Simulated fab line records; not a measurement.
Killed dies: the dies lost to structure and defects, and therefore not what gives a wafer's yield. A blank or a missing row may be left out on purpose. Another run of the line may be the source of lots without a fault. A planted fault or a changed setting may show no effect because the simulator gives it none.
The tool behind it: which one? | flow nand_harc | 42 wafers from 14 lots sampled at 4 of the route's 1159 steps

== WHAT EACH GAUGE READ, for each wafer ==
Not one reading of a measure or inspect step in the record can be checked against a usual standard deviation.

== TOOL THAT RAN EACH LOT (tool first, then ch and the chambers of the sampled wafers, then the start) ==
lot  | NHARC_A_SLIT_ETCH_17             | NHARC_A_WL_FILL_ALD_00           | NHARC_A_WL_FILL_STRIP_29           | NHARC_A_WL_FILL_ETCHBACK_17
L397 | har_etch-02 ch 0,1, day 14 03:53 | ald_hk-01 ch 0,1,3, day 14 12:44 | rie_diel-04 ch 1,2,3, day 15 04:32 | rie_metal-02 ch 0,1, day 15 04:41
L396 | har_etch-02 ch 0,1, day 14 05:33 | ald_hk-04 ch 1,2,3, day 14 16:02 | rie_diel-08 ch 0,2,3, day 15 04:32 | rie_metal-03 ch 0,1, day 15 04:37
L398 | har_etch-01 ch 0,1, day 14 19:08 | ald_hk-04 ch 0,1,2, day 15 03:43 | rie_diel-08 ch 0,2, day 15 22:20   | rie_metal-03 ch 0,1, day 15 22:26
L400 | har_etch-02 ch 0,1, day 15 05:57 | ald_hk-01 ch 0,2,3, day 15 16:11 | rie_diel-07 ch 0,2,3, day 16 21:35 | rie_metal-03 ch 0, day 16 21:41
L401 | har_etch-01 ch 0,1, day 15 06:19 | ald_hk-04 ch 1,2, day 15 16:12   | rie_diel-04 ch 0,1,2, day 16 18:50 | rie_metal-03 ch 0,1, day 16 18:56
L403 | har_etch-02 ch 0,1, day 16 12:09 | ald_hk-01 ch 1,2,3, day 16 22:27 | rie_diel-08 ch 2,3, day 17 13:24   | rie_metal-02 ch 0, day 17 13:29
L406 | har_etch-02 ch 0,1, day 16 17:16 | ald_hk-01 ch 0,3, day 17 03:40   | rie_diel-08 ch 1,2,3, day 17 22:53 | rie_metal-01 ch 0,1, day 17 22:58
L404 | har_etch-01 ch 0,1, day 16 17:26 | ald_hk-04 ch 0,1, day 17 03:42   | rie_diel-08 ch 0,1,2, day 18 05:13 | rie_metal-02 ch 0,1, day 18 05:19
L405 | har_etch-02 ch 0,1, day 16 18:56 | ald_hk-01 ch 0,1, day 17 03:50   | rie_diel-04 ch 1,3, day 18 02:13   | rie_metal-03 ch 0,1, day 18 02:19
L407 | har_etch-02 ch 0,1, day 17 17:44 | ald_hk-04 ch 0,1,3, day 18 03:36 | rie_diel-04 ch 0,1,2, day 18 18:26 | rie_metal-01 ch 0,1, day 18 18:31
L408 | har_etch-02 ch 0,1, day 17 19:10 | ald_hk-04 ch 0,1,3, day 18 03:46 | rie_diel-08 ch 0,2,3, day 18 18:28 | rie_metal-03 ch 0,1, day 18 18:33
L409 | har_etch-01 ch 0,1, day 17 19:21 | ald_hk-02 ch 2,3, day 18 03:46   | rie_diel-08 ch 0,2,3, day 19 00:25 | rie_metal-03 ch 0,1, day 19 00:32
L411 | har_etch-01 ch 0,1, day 17 23:14 | ald_hk-02 ch 1,2,3, day 18 09:40 | rie_diel-04 ch 1,2, day 19 02:24   | rie_metal-03 ch 0,1, day 19 02:29
L412 | har_etch-02 ch 0,1, day 18 07:42 | ald_hk-01 ch 1,3, day 18 18:07   | rie_diel-04 ch 0,2,3, day 19 12:14 | rie_metal-03 ch 1, day 19 12:20
- NHARC_A_SLIT_ETCH_17: etches the open film in C4F8/O2/Ar, time 1687.5 s, target depth 10100 nm.
- NHARC_A_WL_FILL_ALD_00: deposits Al2O3, target thk 3 nm, pulse time 3 s, ald cycles 30.
- NHARC_A_WL_FILL_STRIP_29: strips in O2, time 20 s.
- NHARC_A_WL_FILL_ETCHBACK_17: etches the open film in Cl2/BCl3, target depth 4 nm, time 26.7 s.

== WHAT THE TOOLS THEMSELVES READ (means of the sampled wafers that have a number; where no wafer has one, the mark that the record gives instead) ==
NHARC_A_SLIT_ETCH_17. Usual: drypump_motor_current_A 5.8 A, standard deviation 0.66; mfc_ar_sccm 375.1 sccm, standard deviation 1.1; o2_flow_sccm 41.69 sccm, standard deviation 0.14; showerhead_plenum_p_Torr 3.73 Torr, standard deviation 0.11; throttle_valve_pct 32.045 %, standard deviation 0.0091.
lot  | tool        | drypump_motor_current_A (A) | mfc_ar_sccm (sccm) | o2_flow_sccm (sccm) | showerhead_plenum_p_Torr (Torr) | throttle_valve_pct (%) | flag
L397 | har_etch-02 | 5.4                         | 375.8              | 41.81               | 3.74                            | 32.050                 |
L396 | har_etch-02 | 5.4                         | 376.1              | 41.59               | 3.74                            | 32.045                 |
L398 | har_etch-01 | 6.2                         | 375.1              | 41.62               | 3.79                            | 32.048                 |
L400 | har_etch-02 | 5.4                         | 376.4              | 41.81               | 3.74                            | 32.039                 |
L401 | har_etch-01 | 6.2                         | 376.0              | 41.76               | 3.79                            | 32.037                 |
L403 | har_etch-02 | 5.8                         | 375.3              | 41.45               | 3.64                            | 32.050                 |
L406 | har_etch-02 | 5.4                         | 376.2              | 41.63               | 3.73                            | 32.047                 |
L404 | har_etch-01 | 5.7                         | 373.8              | 41.68               | 3.78                            | 32.044                 |
L405 | har_etch-02 | 5.8                         | 375.4              | 41.67               | 3.63                            | 32.040                 |
L407 | har_etch-02 | 5.8                         | 374.4              | 41.78               | 3.63                            | 32.044                 |
L408 | har_etch-02 | 5.8                         | 375.4              | 41.79               | 3.63                            | 32.049                 |
L409 | har_etch-01 | 6.2                         | 375.6              | 41.82               | 3.78                            | 32.039                 |
L411 | har_etch-01 | 5.8                         | 375.5              | 41.64               | 3.78                            | 32.049                 |
L412 | har_etch-02 | 5.9                         | 374.6              | 41.73               | 3.63                            | 32.040                 |

NHARC_A_WL_FILL_ALD_00. Usual: heater_power_w 460 W, standard deviation 34; precursor_pulse_height_rel 1.001, standard deviation 0.02.
lot  | tool      | heater_power_w (W) | precursor_pulse_height_rel | flag
L397 | ald_hk-01 | 449                | 1.004                      |
L396 | ald_hk-04 | 467                | 1.010                      |
L398 | ald_hk-04 | 476                | 0.997                      |
L400 | ald_hk-01 | 471                | 0.996                      |
L401 | ald_hk-04 | 474                | 1.001                      |
L403 | ald_hk-01 | 454                | 0.984                      |
L406 | ald_hk-01 | 480                | 1.007                      |
L404 | ald_hk-04 | 456                | 0.995                      |
L405 | ald_hk-01 | 433                | 1.006                      |
L407 | ald_hk-04 | 462                | 1.000                      |
L408 | ald_hk-04 | 469                | 1.004                      |
L409 | ald_hk-02 | 449                | 1.012                      |
L411 | ald_hk-02 | 421                | 1.003                      |
L412 | ald_hk-01 | 482                | 0.990                      |

NHARC_A_WL_FILL_STRIP_29. Usual: drypump_motor_current_A is 5.8 A with standard deviation 0.39, mfc_ar_sccm is 0.009 sccm with standard deviation 0.0095, o2_flow_sccm is 500.2 sccm with standard deviation 1.5, oes_product_au is 1.000 a.u. with standard deviation 0.017, rf_vpp_V is 57.9 V with standard deviation 0.92, showerhead_plenum_p_Torr is 3.60 Torr with standard deviation 0.11, and throttle_valve_pct is 17.038 % with standard deviation 0.0094.
lot  | tool        | drypump_motor_current_A (A) | mfc_ar_sccm (sccm) | o2_flow_sccm (sccm) | oes_product_au (a.u.) | rf_vpp_V (V) | showerhead_plenum_p_Torr (Torr) | throttle_valve_pct (%) | flag
L397 | rie_diel-04 | 5.6                         | 0.011              | 500.7               | 1.005                 | 58.0         | 3.60                            | 17.041                 |
L396 | rie_diel-08 | 6.2                         | 0.010              | 501.2               | 0.987                 | 57.9         | 3.59                            | 17.035                 |
L398 | rie_diel-08 | 6.2                         | 0.008              | 497.5               | 0.985                 | 58.2         | 3.64                            | 17.048                 |
L400 | rie_diel-07 | 5.8                         | 0.000              | 500.0               | 0.999                 | 58.3         | 3.59                            | 17.029                 |
L401 | rie_diel-04 | 5.7                         | 0.008              | 499.4               | 1.004                 | 57.8         | 3.61                            | 17.037                 |
L403 | rie_diel-08 | 6.0                         | 0.013              | 499.2               | 1.007                 | 59.0         | 3.52                            | 17.028                 |
L406 | rie_diel-08 | 5.8                         | 0.018              | 501.1               | 1.017                 | 58.5         | 3.56                            | 17.035                 |
L404 | rie_diel-08 | 5.8                         | 0.016              | 498.8               | 1.007                 | 57.8         | 3.61                            | 17.037                 |
L405 | rie_diel-04 | 5.8                         | 0.003              | 499.6               | 1.003                 | 57.8         | 3.48                            | 17.033                 |
L407 | rie_diel-04 | 5.7                         | 0.008              | 499.7               | 0.997                 | 57.5         | 3.61                            | 17.048                 |
L408 | rie_diel-08 | 6.2                         | 0.010              | 500.5               | 0.990                 | 58.3         | 3.59                            | 17.040                 |
L409 | rie_diel-08 | 6.2                         | 0.010              | 501.3               | 0.997                 | 58.4         | 3.59                            | 17.033                 |
L411 | rie_diel-04 | 5.6                         | 0.015              | 501.1               | 1.007                 | 59.0         | 3.66                            | 17.041                 |
L412 | rie_diel-04 | 5.5                         | 0.011              | 500.9               | 0.992                 | 57.9         | 3.67                            | 17.042                 |

NHARC_A_WL_FILL_ETCHBACK_17. Usual: drypump_motor_current_A 5.66 A, standard deviation 0.27; oes_product_au 1.001 a.u., standard deviation 0.013; run_length_s 48.1 s, standard deviation 0.46.
lot  | tool         | drypump_motor_current_A (A) | oes_product_au (a.u.) | run_length_s (s) | flag
L397 | rie_metal-02 | 5.71                        | 0.993                 | 48.2             |
L396 | rie_metal-03 | 5.47                        | 1.004                 | 47.6             |
L398 | rie_metal-03 | 5.50                        | 1.012                 | 47.7             |
L400 | rie_metal-03 | 5.77                        | 1.024                 | 47.0             |
L401 | rie_metal-03 | 5.61                        | 1.021                 | 47.5             |
L403 | rie_metal-02 | 6.00                        | 0.993                 | 48.2             |
L406 | rie_metal-01 | 5.84                        | 0.991                 | 48.3             |
L404 | rie_metal-02 | 5.86                        | 0.990                 | 48.5             |
L405 | rie_metal-03 | 5.47                        | 1.019                 | 48.0             |
L407 | rie_metal-01 | 5.83                        | 0.992                 | 48.6             |
L408 | rie_metal-03 | 5.62                        | 1.002                 | 47.5             |
L409 | rie_metal-03 | 5.63                        | 1.010                 | 47.6             |
L411 | rie_metal-03 | 5.63                        | 1.003                 | 41.4             | OFF
L412 | rie_metal-03 | 5.32                        | 1.004                 | 44.9             | OFF

== THE ANSWER, worked out from the rows above alone ==
Rule: a lot is off if the mean of its wafers that have a number lies more than 3 standard deviations from the usual mean. Also off: a lot with no number at a reading for which 4 or more lots have one. Where the step has rows for the other lots, those lots are counted as sound. Order of review: gauges by route order, followed by the tools' own readings, for which a lot's mean as printed above is used. At the first step where some lot is off, the reading lying furthest off is the one used; lots without a number count as furthest.
Off: L411, L412 (NHARC_A_WL_FILL_ETCHBACK_17, run_length_s).
A tool fits if, at that step or a process step before it, it ran every lot that is off, and no sound lot after the first of them. 2 tools fit, rie_diel-04 at NHARC_A_WL_FILL_STRIP_29 and rie_metal-03 at NHARC_A_WL_FILL_ETCHBACK_17, so this cannot tell which one it is.

== WHAT THE SIMULATOR HAD PUT IN ==
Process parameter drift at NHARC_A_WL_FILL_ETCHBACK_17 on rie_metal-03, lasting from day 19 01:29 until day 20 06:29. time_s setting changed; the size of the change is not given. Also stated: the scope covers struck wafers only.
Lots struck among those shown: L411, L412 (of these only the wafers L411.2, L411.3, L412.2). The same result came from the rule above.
